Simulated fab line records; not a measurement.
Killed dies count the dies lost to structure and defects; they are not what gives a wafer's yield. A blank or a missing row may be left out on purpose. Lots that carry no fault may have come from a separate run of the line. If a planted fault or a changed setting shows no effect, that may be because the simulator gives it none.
Matching of chambers    flow nand harc    rie diel-12 running NHARC_P_BONDPAD_ETCH_37: 4 sister chambers
The step etches the open film in N2/H2, target depth 60 nm, overetch 18 nm, time 65.91 s. 14 wafers are shown with their chamber, then 7 later ones without.

WAFERS WITH THEIR CHAMBER
wafer   chamber  rf vpp V (V)  oes product au (a.u.)  rf fwd power W (W)
L278.1  2        427.0         0.998                  394.9
L278.2  3        427.6         1.025                  395.1
L278.4  0        430.0         0.999                  398.2
L280.3  0        429.9         0.998                  395.5
L280.5  2        428.4         0.988                  397.4
L280.6  1        427.1         1.004                  396.9
L279.2  0        431.2         0.997                  395.8
L279.3  1        426.7         1.007                  397.9
L279.5  2        426.6         0.992                  396.8
L287.2  2        427.6         1.018                  396.8
L287.5  1        426.4         0.995                  396.9
L287.6  2        427.6         0.997                  397.4
L288.1  1        428.5         1.012                  398.7
L288.4  2        427.1         1.004                  396.0

SIGNATURES, as means of the wafers listed above
reading         chamber 0  chamber 1  chamber 2  chamber 3  scatter within a chamber
rf vpp V        430.367    427.175    427.383    427.600    0.748
oes product au  0.99800    1.00450    0.99950    1.02500    0.00845
rf fwd power W  396.500    397.600    396.550    395.100    1.06
Rule: for each reading, subtract the chamber's mean from the wafer's reading, divide by that reading's scatter and square the result; add these up over the readings and take the root, which gives the wafer's distance from the chamber. If the next closest chamber is less than 2 further off than the closest, the wafer can't be placed; otherwise it belongs to the closest. The scatter is the square root of a quotient: the sum, over the shown wafers, of each reading's squared deviation from its chamber's mean, divided by wafers minus chambers.

WAFERS WHOSE CHAMBER IS MISSING
wafer   rf vpp V (V)  oes product au (a.u.)  rf fwd power W (W)
L288.5  426.8         1.009                  398.4
L289.1  431.3         0.992                  396.7
L289.5  430.5         0.982                  398.5
L289.6  426.8         0.987                  397.9
L292.1  426.4         0.986                  397.5
L292.3  426.8         1.004                  398.5
L292.5  426.6         1.020                  397.5

EACH ONE'S CHAMBER
wafer   from the rows above           in truth
L288.5  can't be placed: 1 or 2       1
L289.1  0                             0
L289.5  0                             0
L289.6  can't be placed: 2 or 1       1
L292.1  can't be placed: 2 or 1       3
L292.3  can't be placed: 1 or 2       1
L292.5  can't be placed: 1 or 3 or 2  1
Correct placement for 2 of the 7. Can't be placed from these rows: 5 (the true chamber is among the candidates in 4). Placed wrongly: 0.
